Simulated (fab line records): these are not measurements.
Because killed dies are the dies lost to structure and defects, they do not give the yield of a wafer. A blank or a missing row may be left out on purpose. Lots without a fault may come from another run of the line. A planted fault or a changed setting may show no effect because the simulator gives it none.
fab line records	flow n5Finfet
record lots=7	wafers=21
route steps=1938 shown BEOL_M0_CUTY@702 BEOL_M1@753 BEOL_M2@884 BEOL_M3@933 BEOL_M5@1119
startH: hours from the record's opening day to when the first of the lot's shown wafers began	waitH: hours elapsed since this lot's preceding step	" repeats the value in the row above	L1.1+2: a row that stands for several wafers	- value missing, or start not given	* or withheld: withheld	< > ~ a bound
route shown NAME@n: a module of which the file shows steps, and the number in the route of the first	usual: mean/standard deviation taken from wafers without a fault	same: alike in all rows	chamber/n: place in a boat	sites: readings site by site	_std_site: how widely they spread, as a standard deviation	_edge_site: inner sites' mean taken away from outer sites' mean	radiusMm: how far each site lies from the wafer's centre	mask NAME#n: copy n	behind: the last tool/chamber to shape the wafer	hold: what put the lot on hold/how long, in hours/how the hold closed	device: the n, p or np transistor that did not switch	end of line: the same wafers' tests at the end of the route	where a step has no rows: the recipe by itself	killed: the dies lost at the first sort to structure and to defects; this is not the yield of the wafer	map: shows each die of a wafer: x if killed, . if not, _ if none is there
set.NAME: the setting that was run; set.NAME@STEP: the one run at that earlier step	model.NAME: the simulator's own value behind a step, which no gauge read
one table per step and one row per wafer, for lots whose settings were changed on purpose
## steps
# step N5_BEOL_M0_CUTY_COAT_51
# recipe resist=CAR-ArF-block	spinRpm=1500	resistThkNm=150
lot.wafer	tool	chamber	startH	waitH	set.spinRpm	model.CAR-ArF-block_of_BEOL_M0_CUTY_COAT_51.thkNm
L076.1	lithoTrack-01	0	-	-	1500	150.6
L076.3	"	0	"	"	1500	150.4
L076.4	"	0	"	"	1500	150.8
L086.2+3	lithoTrack-02	0	-	-	1500	149.6
L086.4	"	0	"	"	1444	152.4
L087.1	lithoTrack-02	0	-	-	1500	149.4
L087.2	"	0	"	"	1500	150
L087.6	"	0	"	"	1500	149.8
L089.1+4	lithoTrack-02	0	-	-	1500	150.4
L089.5	"	0	"	"	1500	150
L090.2	lithoTrack-02	0	-	-	1500	149.4
L090.4	"	0	"	"	1419	154
L090.5	"	0	"	"	1500	149.6
L092.2	lithoTrack-03	0	-	-	1500	149.8
L092.3	"	0	"	"	1500	149.2
L092.4	"	0	"	"	1500	150.2
L094.1	lithoTrack-01	0	-	-	1427	154.6
L094.5	"	0	"	"	1427	154.4
L094.6	"	0	"	"	1500	150.4
# step N5_BEOL_M0_CUTY_DESCUM_61
# recipe chemistry=O2	timeS=7.9	sourcePowerW=50	biasPowerW=20	pressureMtorr=20	rfFrequencyHz=2.712e+07	tempC=40	resist=CAR-ArF-block	o2FlowSccm=225
lot.wafer	tool	chamber	startH	waitH	set.timeS
L076.1+3+4	rieDiel-01	1,0,3	133.86	0.1	7.9
L086.2	rieDiel-01	3	197.17	0.2	7.369
L086.3+4	"	0,2	"	"	7.9
L087.1+6	rieDiel-01	2	199.79	0.1	8.94
L087.2	"	1	"	"	7.9
L089.1+4	rieDiel-03	0	205.08	0.0	7.9
L089.5	"	2	"	"	9.04
L090.2+4+5	rieDiel-03	0,2,3	213.43	0.0	7.9
L092.2	rieDiel-06	2	228.20	0.0	9.216
L092.3+4	"	3,0	"	"	7.9
L094.1+6	rieDiel-03	1,2	234.90	0.1	8.513
L094.5	"	1	"	"	7.9
# step N5_BEOL_M0_CUTY_ETCH_62
# recipe chemistry=CF4	target=SiARC	maskMaterial=CAR-ArF-block	timeS=58.5	ionEnergyEv=80	pressureMtorr=40	sourceW=545	biasW=36	Ar_flow_sccm=100	cf4FlowSccm=100	ends=cleared
lot.wafer	tool	chamber	startH	waitH	set.spinRpm@BEOL_M0_CUTY_COAT_51	model.CAR-ArF-block_of_BEOL_M0_CUTY_COAT_51.thkNm
L076.1+3	rieDiel-01	1,0	133.90	0.0	1500	119
L076.4	"	3	"	"	1500	119.2
L086.2	rieDiel-01	3	197.20	0.0	1500	118.4
L086.3	"	0	"	"	1500	118
L086.4	"	2	"	"	1444	120.8
L087.1	rieDiel-01	2	199.83	0.0	1500	117.2
L087.2	"	1	"	"	1500	118.2
L087.6	"	2	"	"	1500	117.6
L089.1	rieDiel-03	0	205.11	0.0	1500	119
L089.4	"	0	"	"	1500	118.8
L089.5	"	2	"	"	1500	117.8
L090.2	rieDiel-03	0	213.46	0.0	1500	117.8
L090.4	"	2	"	"	1419	122.4
L090.5	"	3	"	"	1500	118
L092.2+3	rieDiel-06	2,3	228.24	0.0	1500	117.6
L092.4	"	0	"	"	1500	118.6
L094.1	rieDiel-03	1	234.94	0.0	1427	122.4
L094.5	"	1	"	"	1427	122.8
L094.6	"	2	"	"	1500	118.6
# step N5_BEOL_M1_PECVD_72
# recipe material=SiO2	targetThkA=160	tempC=400	precursor=TEOS/O2	pressureTorr=5.5	rfW=450	teosFlowSccm=53.8	gas=O2	flowSccm=3000	timeS=18
lot.wafer	tool	chamber	startH	waitH	set.timeS	model.SiO2_of_BEOL_M1_PECVD_72.thkNm
L076.1	pecvd-04	2	140.44	0.0	18	15.8
L076.3	"	0	"	"	18	16.2
L076.4	"	2	"	"	18	16.4
L086.2	pecvd-03	2	201.89	0.0	16.53	14.6
L086.3	"	0	"	"	16.53	14.8
L086.4	"	2	"	"	18	16.2
L087.1	pecvd-04	1	209.21	0.0	18	16
L087.2	"	0	"	"	20.04	18
L087.6	"	0	"	"	20.04	18.2
L089.1	pecvd-03	2	212.13	0.0	15.6	14
L089.4	"	0	"	"	15.6	14.2
L089.5	"	2	"	"	15.6	14.4
L090.2	pecvd-02	1	221.15	0.0	18	16
L090.4	"	0	"	"	16.38	15
L090.5	"	1	"	"	16.38	14.8
L092.2	pecvd-04	1	232.47	0.0	15.53	13.6
L092.3	"	0	"	"	15.53	13.8
L092.4	"	0	"	"	18	16
L094.1	pecvd-03	1	238.88	0.0	18	16.2
L094.5	"	0	"	"	18	16
L094.6	"	1	"	"	18	16.4
# step N5_BEOL_M1_HM_DEP_02
# recipe material=TiN	targetThkA=200	tempC=25	chamberPressurePa=0.49996
lot.wafer	tool	chamber	startH	waitH	set.targetThkA	model.TiN_of_BEOL_M1_HM_DEP_02.thkNm
L076.1+3+4	pvdSputter-02	-	140.86	0.4	200	20
L086.2	pvdSputter-01	-	204.37	2.5	200	20
L086.3	"	-	"	"	200	20.2
L086.4	"	-	"	"	200	19.8
L087.1	pvdSputter-02	-	210.85	1.6	200	19.6
L087.2	"	-	"	"	200	20
L087.6	"	-	"	"	200	19.8
L089.1	pvdSputter-03	-	214.72	2.6	200	19.8
L089.4	"	-	"	"	200	20
L089.5	"	-	"	"	184.7	18.2
L090.2	pvdSputter-02	-	221.62	0.4	200	19.6
L090.4+5	"	-	"	"	200	20
L092.2+4	pvdSputter-02	-	234.19	1.7	215.1	21.4
L092.3	"	-	"	"	200	20
L094.1	pvdSputter-01	-	239.37	0.5	188	18.8
L094.5	"	-	"	"	200	20.4
L094.6	"	-	"	"	188	18.6
# step N5_BEOL_M1_COAT_61
# recipe resist=SOC	tempC=250	timeS=60	spinRpm=1500	resistThkNm=60
# step N5_BEOL_M1_COAT_62
# recipe resist=SiARC	tempC=220	timeS=60	spinRpm=1500	resistThkNm=12
# step N5_BEOL_M1_STRIP_75
# recipe chemistry=N2/H2	tempC=40	n2FlowSccm=200	h2FlowSccm=200	rfFrequencyHz=6e+07
# step N5_BEOL_M1_STRIP_66
# recipe chemistry=CF4	resist=SiARC	powerW=300	biasPowerW=75	pressureMtorr=50	cf4FlowSccm=150	rfFrequencyHz=6e+07
# step N5_BEOL_M1_HM_OPEN_17
# recipe chemistry=Cl2/BCl3	targetDepthA=200	overetchA=60	target=TiN	maskMaterial=SOC	ionEnergyEv=150	pressureMtorr=10	icpW=1000	biasW=126	Cl2_flow_sccm=53.25	bcl3FlowSccm=21.75	Ar_flow_sccm=25
lot.wafer	tool	chamber	startH	waitH	set.targetThkA@BEOL_M1_HM_DEP_02	model.etch.depthNm
L076.1	rieMetal-03	1	141.62	0.0	200	19.91
L076.3	"	1	"	"	200	19.99
L076.4	"	1	"	"	200	20.06
L086.2	rieMetal-03	0	205.13	0.0	200	19.91
L086.3	"	1	"	"	200	20.13
L086.4	"	0	"	"	200	19.84
L087.1	rieMetal-02	1	212.95	0.0	200	19.52
L087.2	"	1	"	"	200	19.97
L087.6	"	1	"	"	200	19.76
L089.1	rieMetal-02	1	215.61	0.0	200	19.73
L089.4	"	1	"	"	200	19.92
L089.5	"	1	"	"	184.7	18.17
L090.2	rieMetal-02	1	223.52	0.1	200	19.64
L090.4	"	1	"	"	200	20.08
L090.5	"	1	"	"	200	19.93
L092.2	rieMetal-01	0	235.07	0.0	215.1	21.44
L092.3	"	0	"	"	200	19.97
L092.4	"	1	"	"	215.1	21.36
L094.1	rieMetal-03	0	240.27	0.0	188	18.7
L094.5	"	1	"	"	200	20.37
L094.6	"	0	"	"	188	18.64
# step N5_BEOL_M1_TRENCH_ETCH_37
# recipe chemistry=C4F6/O2	targetDepthA=552.07	target=SiOC	timeS=29	ionEnergyEv=250	pressureMtorr=30	sourceW=355	biasW=185	Ar_flow_sccm=300	C4F6_flow_sccm=10	O2_flow_sccm=10
# usual rfVppV=671/9.1
lot.wafer	tool	chamber	startH	waitH	set.biasW	rfVppV
L076.1	rieDiel-04	0	-	-	185	661
L076.3	"	1	"	"	185	662
L076.4	"	2	"	"	185	687
L086.2	rieDiel-05	1	-	-	185	666
L086.3	"	0	"	"	185	686
L086.4	"	3	"	"	185	667
L089.1	rieDiel-02	0	-	-	185	675
L089.4	"	3	"	"	185	666
L089.5	"	1	"	"	185	672
L087.1	rieDiel-04	0	-	-	185	674
L087.2	"	3	"	"	185	658
L087.6	"	3	"	"	157.1	577
L090.2	rieDiel-05	2	-	-	185	657
L090.4	"	1	"	"	209.5	735
L090.5	"	0	"	"	185	687
L092.2	rieDiel-02	3	-	-	203	720
L092.3	"	2	"	"	185	678
L092.4	"	0	"	"	185	674
L094.1	rieDiel-04	2	-	-	174	654
L094.5	"	0	"	"	185	673
L094.6	"	1	"	"	185	660
# step N5_BEOL_M2_ETCH_70
# recipe chemistry=N2/H2	target=SOC	targetDepthA=800	overetchA=240	maskMaterial=SiARC	tempC=40	timeS=130	ionEnergyEv=200	pressureMtorr=30	sourceW=840	biasW=150	n2FlowSccm=200	h2FlowSccm=200
# usual rfVppV=523.5/2.7
lot.wafer	tool	chamber	startH	waitH	set.sourceW	rfVppV
L076.1	rieDiel-01	3	153.45	0.0	840	525.0
L076.3	"	0	"	"	840	526.7
L076.4	"	2	"	"	840	521.4
L086.2	rieDiel-06	1	220.27	0.0	840	522.2
L086.3	"	2	"	"	840	524.7
L086.4	"	0	"	"	840	521.2
L089.1	rieDiel-03	2	239.91	0.0	840	529.0
L089.4	"	0	"	"	897.7	509.6
L089.5	"	1	"	"	897.7	514.8
L087.1	rieDiel-01	2	242.44	0.0	840	523.1
L087.2	"	1	"	"	738.4	540.7
L087.6	"	0	"	"	840	527.1
L090.2	rieDiel-03	0	247.20	0.0	840	520.1
L090.4	"	2	"	"	840	528.9
L090.5	"	3	"	"	840	528.4
L092.2	rieDiel-01	0	255.41	0.0	704.2	559.2
L092.3	"	1	"	"	840	518.3
L092.4	"	3	"	"	840	523.8
L094.1	rieDiel-01	1	271.90	0.0	840	518.4
L094.5	"	3	"	"	840	522.7
L094.6	"	0	"	"	840	526.1
# step N5_BEOL_M2_VIA_ETCH_34
# recipe chemistry=C4F6/O2	targetDepthA=694	maskMaterial=SOC	pressureMtorr=15	ionEnergyEv=250	taperDeg=4	timeS=65.9	sourceW=350	biasW=170	Ar_flow_sccm=300	C4F6_flow_sccm=10	O2_flow_sccm=10
lot.wafer	tool	chamber	startH	waitH	set.timeS	model.etch.depthNm	model.SOC_of_BEOL_M2_COAT_67.thkNm
L076.1	rieDiel-01	3	153.56	0.0	65.9	69.48	51.8
L076.3	"	0	"	"	65.9	68.44	52.2
L076.4	"	2	"	"	65.9	68.5	51.8
L086.2	rieDiel-06	1	220.38	0.0	65.9	70.39	52
L086.3	"	2	"	"	53.59	57.28	53.2
L086.4	"	0	"	"	65.9	69.16	51.6
L089.1	rieDiel-03	2	240.01	0.0	65.9	70.41	52.2
L089.4	"	0	"	"	65.9	69.39	51.8
L089.5	"	1	"	"	65.9	71.56	51.8
L087.1	rieDiel-01	2	242.55	0.0	65.9	67.08	52
L087.2	"	1	"	"	65.9	68.92	51.6
L087.6	"	0	"	"	62.17	64.38	52.6
L090.2	rieDiel-03	0	247.31	0.0	65.9	69.89	51.2
L090.4	"	2	"	"	65.9	70.86	51.6
L090.5	"	3	"	"	53.85	55.99	53
L092.2	rieDiel-01	0	255.52	0.0	79.89	82.19	50.6
L092.3	"	1	"	"	79.89	83.83	50
L092.4	"	3	"	"	65.9	70.07	51.8
L094.1	rieDiel-01	1	272.01	0.0	65.9	69.93	51.4
L094.5	"	3	"	"	74.92	79.25	50.8
L094.6	"	0	"	"	74.92	77.49	51.2
# step N5_BEOL_M2_DEP_57
# recipe material=SiCN	targetThkA=80	tempC=withheld	precursor=3MS/NH3	pressureTorr=3	rfW=202	timeS=14
lot.wafer	tool	chamber	startH	waitH	set.timeS	model.SiCN_of_BEOL_M2_DEP_57.thkNm
L076.1+4	pecvd-03	2,1	160.60	0.0	14	8
L076.3	"	1	"	"	14	7.8
L086.2+3	pecvd-03	2,0	224.78	0.0	12.53	7.2
L086.4	"	1	"	"	14	8
L089.1	pecvd-01	0	245.21	0.0	14	8
L089.4	"	2	"	"	12.44	7.4
L089.5	"	1	"	"	12.44	7.2
L087.1+2+6	pecvd-01	1,0,2	246.78	0.0	14	8.2
L090.2+4	pecvd-01	0	251.77	0.0	14	8
L090.5	"	1	"	"	14	8.2
L092.2	pecvd-03	1	260.28	0.0	13.42	7.6
L092.3	"	0	"	"	13.42	7.8
L092.4	"	1	"	"	14	8.2
L094.1	pecvd-04	0	276.75	0.0	14.93	8.2
L094.5	"	1	"	"	14	8
L094.6	"	0	"	"	14.93	8.4
# step N5_BEOL_M3_PECVD_72
# recipe material=SiO2	targetThkA=160	tempC=400	precursor=TEOS/O2	pressureTorr=5.5	rfW=450	teosFlowSccm=53.8	gas=O2	flowSccm=3000	timeS=18
lot.wafer	tool	chamber	startH	waitH	set.timeS	model.SiO2_of_BEOL_M3_PECVD_72.thkNm
L076.1+3	pecvd-02	2,0	160.83	0.0	18	15.8
L076.4	"	1	"	"	18	16.2
L086.2	pecvd-01	2	225.01	0.0	17.02	15
L086.3	"	0	"	"	17.02	14.8
L086.4	"	2	"	"	18	16
L089.1	pecvd-01	1	245.44	0.0	18.71	17.2
L089.4+5	"	2,1	"	"	18	16.6
L087.1	pecvd-01	2	247.02	0.0	16.3	14.4
L087.2	"	1	"	"	16.3	14.8
L087.6	"	0	"	"	16.3	14.6
L090.2	pecvd-04	2	252.01	0.0	18	15.6
L090.4	"	2	"	"	18.83	16.8
L090.5	"	1	"	"	18	16
L092.2	pecvd-04	2	260.52	0.0	18.95	16.6
L092.3	"	1	"	"	18	16
L092.4	"	1	"	"	18.95	17.2
L094.1+6	pecvd-04	1	277.00	0.0	18	16.2
L094.5	"	0	"	"	18	16.4
# step N5_BEOL_M3_HM_DEP_02
# recipe material=TiN	targetThkA=200	tempC=25	chamberPressurePa=0.49996
# step N5_BEOL_M3_COAT_61
# recipe resist=SOC	tempC=250	timeS=60	spinRpm=1500	resistThkNm=60
# step N5_BEOL_M3_STRIP_97
# recipe chemistry=N2/H2	timeS=10	powerW=450	tempC=40	pressureMtorr=20	rfFrequencyHz=6e+07	biasPowerW=7	n2FlowSccm=200	h2FlowSccm=200
# step N5_BEOL_M3_HM_STRIP_39
# recipe chemistry=peroxideTinStrip	material=TiN	targetDepthA=250	tempC=50	timeS=158
lot.wafer	tool	chamber	startH	waitH	set.timeS@BEOL_M3_PECVD_72	model.SiO2_of_BEOL_M3_PECVD_72.thkNm
L076.1+3	wetBench-05	2,1	170.21	0.0	18	15.6
L076.4	"	4	"	"	18	16
L086.2	wetBench-03	6	243.07	0.0	17.02	15
L086.3	"	2	"	"	17.02	14.6
L086.4	"	7	"	"	18	16
L087.1	wetBench-06	7	250.72	0.0	16.3	14.2
L087.2+6	"	0,3	"	"	16.3	14.6
L089.1	wetBench-03	1	250.84	0.0	18.71	17
L089.4	"	7	"	"	18	16.6
L089.5	"	0	"	"	18	16.4
L090.2	wetBench-06	5	259.37	0.0	18	15.6
L090.4	"	3	"	"	18.83	16.6
L090.5	"	1	"	"	18	15.8
L092.2	wetBench-03	5	272.17	0.0	18.95	16.4
L092.3	"	6	"	"	18	16
L092.4	"	7	"	"	18.95	17
L094.1+6	wetBench-05	0,6	289.75	0.0	18	16
L094.5	"	2	"	"	18	16.2
# step N5_BEOL_M3_DEP_57
# recipe material=SiCN	targetThkA=80	tempC=withheld	precursor=3MS/NH3	pressureTorr=3	rfW=202	timeS=14
lot.wafer	tool	chamber	startH	waitH	set.timeS	model.SiCN_of_BEOL_M3_DEP_57.thkNm
L076.1+3+4	pecvd-04	2,0,2	173.66	0.0	14	8
L086.2+3+4	pecvd-04	0,1,1	248.53	0.0	12.34	7.2
L087.1	pecvd-02	1	254.54	0.0	14	7.8
L087.2	"	0	"	"	12.33	7
L087.6	"	2	"	"	14	8
L089.1	pecvd-04	0	254.81	0.0	14	8
L089.4	"	2	"	"	14	8.4
L089.5	"	1	"	"	14	8.2
L090.2+5	pecvd-04	2,1	263.33	0.0	16.08	9.4
L090.4	"	0	"	"	14	8.2
L092.2+3	pecvd-04	2,1	276.11	0.0	14	8.2
L092.4	"	1	"	"	14	8.4
L094.1+5	pecvd-04	2,1	295.31	0.0	13.44	7.8
L094.6	"	0	"	"	14	8.2
# step N5_BEOL_M5_COAT_71
# recipe resist=underlayer	tempC=205	timeS=60	spinRpm=1500	resistThkNm=5
lot.wafer	tool	chamber	startH	waitH	set.spinRpm
L076.1+3+4	lithoTrack-01	0	-	-	1500
L086.2+4	lithoTrack-01	0	-	-	1500
L086.3	"	0	"	"	1399
L087.1+2+6	lithoTrack-01	0	-	-	1500
L089.1+4	lithoTrack-03	0	-	-	1554
L089.5	"	0	"	"	1500
L090.2+4+5	lithoTrack-03	0	-	-	1500
L092.2+3	lithoTrack-02	0	-	-	1500
L092.4	"	0	"	"	1398
L094.1+5+6	lithoTrack-01	0	-	-	1500
# step N5_BEOL_M5_COAT_05
# recipe resist=CAR-EUV	spinRpm=1500	resistThkNm=30
lot.wafer	tool	chamber	startH	waitH	set.spinRpm	model.CAR-EUV_of_BEOL_M5_COAT_05.thkNm
L076.1+3	lithoTrack-01	0	-	-	1500	29.8
L076.4	"	0	"	"	1500	30
L086.2	lithoTrack-01	0	-	-	1500	30.2
L086.3	"	0	"	"	1500	30
L086.4	"	0	"	"	1626	29
L087.1+6	lithoTrack-01	0	-	-	1500	29.8
L087.2	"	0	"	"	1582	29.2
L089.1	lithoTrack-03	0	-	-	1648	28.6
L089.4+5	"	0	"	"	1500	30
L090.2	lithoTrack-03	0	-	-	1500	29.8
L090.4	"	0	"	"	1437	30.4
L090.5	"	0	"	"	1437	30.6
L092.2+4	lithoTrack-02	0	-	-	1629	28.8
L092.3	"	0	"	"	1500	30
L094.1	lithoTrack-01	0	-	-	1500	29.8
L094.5	"	0	"	"	1631	28.6
L094.6	"	0	"	"	1631	28.8
# step N5_BEOL_M5_EBR_07
# recipe solvent=PGMEA	ebrWidthMm=1.5
# step N5_BEOL_M5_SOFTBAKE_06
# recipe tempC=110	timeS=60	resist=CAR-EUV
# step N5_BEOL_M5_EXPOSE_08
# recipe maskId=M5	na=0.33	sourceShape=annular	sigmaInner=0.4	sigmaOuter=0.8	polarization=unpolarized	targetCdNm=28	doseMj=35.75
# step N5_BEOL_M5_PEB_09
# recipe pebTempC=100	pebTimeS=60	resist=CAR-EUV
# step N5_BEOL_M5_DEVELOP_10
# recipe developTimeS=30	developer=TMAH	resist=CAR-EUV	rinseLiquid=surfactantRinse	dry=airSpin	devTempC=23
lot.wafer	tool	chamber	startH	waitH	set.spinRpm@BEOL_M5_COAT_05	model.CAR-EUV_of_BEOL_M5_COAT_05.thkNm
L076.1+3+4	lithoTrack-02	0	-	-	1500	29.4
L086.2+3	lithoTrack-01	0	-	-	1500	29.6
L086.4	"	0	"	"	1626	28.4
L087.1+6	lithoTrack-01	0	-	-	1500	29.4
L087.2	"	0	"	"	1582	28.6
L089.1	lithoTrack-02	0	-	-	1648	28
L089.4+5	"	0	"	"	1500	29.6
L090.2	lithoTrack-03	0	-	-	1500	29.4
L090.4+5	"	0	"	"	1437	30
L092.2+4	lithoTrack-03	0	-	-	1629	28.2
L092.3	"	0	"	"	1500	29.4
L094.1	lithoTrack-03	0	-	-	1500	29.4
L094.5+6	"	0	"	"	1631	28.2
# step N5_BEOL_M5_DESCUM_16
# recipe chemistry=O2	timeS=7	sourcePowerW=50	biasPowerW=20	pressureMtorr=20	rfFrequencyHz=2.712e+07	tempC=40	resist=CAR-EUV	o2FlowSccm=225
# step N5_BEOL_M5_ETCH_72
# recipe chemistry=N2/H2	target=underlayer	targetDepthA=65	maskMaterial=CAR-EUV	timeS=5.2	ionEnergyEv=200	pressureMtorr=30	sourceW=840	biasW=150	n2FlowSccm=200	h2FlowSccm=200	ends=cleared
lot.wafer	tool	chamber	startH	waitH	set.spinRpm@BEOL_M5_COAT_71	model.etch.depthNm
L076.1	rieDiel-02	0	208.91	0.0	1500	4.997
L076.3	"	2	"	"	1500	4.993
L076.4	"	1	"	"	1500	5.009
L086.2	rieDiel-04	3	276.49	0.0	1500	5.026
L086.3	"	2	"	"	1399	5.193
L086.4	"	3	"	"	1500	5.019
L087.1	rieDiel-02	0	282.04	0.0	1500	4.999
L087.2	"	2	"	"	1500	5.009
L087.6	"	0	"	"	1500	5.006
L089.1	rieDiel-02	1	288.74	0.0	1554	4.918
L089.4	"	2	"	"	1554	4.902
L089.5	"	0	"	"	1500	4.982
L090.2	rieDiel-02	2	290.92	0.0	1500	5.011
L090.4	"	3	"	"	1500	5.018
L090.5	"	2	"	"	1500	5.021
L092.2	rieDiel-04	2	293.55	0.0	1500	4.983
L092.3	"	3	"	"	1500	4.976
L092.4	"	0	"	"	1398	5.167
L094.1	rieDiel-05	2	307.39	0.0	1500	5.012
L094.5	"	3	"	"	1500	5.007
L094.6	"	0	"	"	1500	5.021
## key
split step=N5_BEOL_M0_CUTY_COAT_51	setting=spinRpm	stated=1500	by=wafer
response step=N5_BEOL_M0_CUTY_COAT_51	reading=model.CAR-ArF-block_of_BEOL_M0_CUTY_COAT_51.thkNm	change=-0.819	per=1%	r=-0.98
response step=N5_BEOL_M0_CUTY_ETCH_62	reading=model.CAR-ArF-block_of_BEOL_M0_CUTY_COAT_51.thkNm	change=-0.801	per=1%	r=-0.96
split step=N5_BEOL_M0_CUTY_DESCUM_61	setting=timeS	stated=7.9	by=wafer
response none clear
split step=N5_BEOL_M1_PECVD_72	setting=timeS	stated=18	by=wafer
response step=N5_BEOL_M1_PECVD_72	reading=model.SiO2_of_BEOL_M1_PECVD_72.thkNm	change=+0.167	per=1%	r=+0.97
split step=N5_BEOL_M1_HM_DEP_02	setting=targetThkA	stated=200	by=wafer
response step=N5_BEOL_M1_HM_DEP_02	reading=model.TiN_of_BEOL_M1_HM_DEP_02.thkNm	change=+0.223	per=1%	r=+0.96
response step=N5_BEOL_M1_HM_OPEN_17	reading=model.etch.depthNm	change=+0.223	per=1%	r=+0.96
split step=N5_BEOL_M1_TRENCH_ETCH_37	setting=biasW	stated=185	by=wafer
response step=N5_BEOL_M1_TRENCH_ETCH_37	reading=rfVppV	change=+5.03	per=1%	r=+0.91
split step=N5_BEOL_M2_ETCH_70	setting=sourceW	stated=840	by=wafer
response step=N5_BEOL_M2_ETCH_70	reading=rfVppV	change=-2.03	per=1%	r=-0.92
split step=N5_BEOL_M2_VIA_ETCH_34	setting=timeS	stated=65.9	by=wafer
response step=N5_BEOL_M2_VIA_ETCH_34	reading=model.etch.depthNm	change=+0.67	per=1%	r=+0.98
response step=N5_BEOL_M2_VIA_ETCH_34	reading=model.SOC_of_BEOL_M2_COAT_67.thkNm	change=-0.0719	per=1%	r=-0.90
split step=N5_BEOL_M2_DEP_57	setting=timeS	stated=14	by=wafer
response step=N5_BEOL_M2_DEP_57	reading=model.SiCN_of_BEOL_M2_DEP_57.thkNm	change=+0.0685	per=1%	r=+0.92
split step=N5_BEOL_M3_PECVD_72	setting=timeS	stated=18	by=wafer
response step=N5_BEOL_M3_PECVD_72	reading=model.SiO2_of_BEOL_M3_PECVD_72.thkNm	change=+0.188	per=1%	r=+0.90
response step=N5_BEOL_M3_HM_STRIP_39	reading=model.SiO2_of_BEOL_M3_PECVD_72.thkNm	change=+0.173	per=1%	r=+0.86
split step=N5_BEOL_M3_DEP_57	setting=timeS	stated=14	by=wafer
response step=N5_BEOL_M3_DEP_57	reading=model.SiCN_of_BEOL_M3_DEP_57.thkNm	change=+0.0796	per=1%	r=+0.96
split step=N5_BEOL_M5_COAT_71	setting=spinRpm	stated=1500	by=wafer
response step=N5_BEOL_M5_ETCH_72	reading=model.etch.depthNm	change=-0.0257	per=1%	r=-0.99
split step=N5_BEOL_M5_COAT_05	setting=spinRpm	stated=1500	by=wafer
response step=N5_BEOL_M5_COAT_05	reading=model.CAR-EUV_of_BEOL_M5_COAT_05.thkNm	change=-0.135	per=1%	r=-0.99
response step=N5_BEOL_M5_DEVELOP_10	reading=model.CAR-EUV_of_BEOL_M5_COAT_05.thkNm	change=-0.146	per=1%	r=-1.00
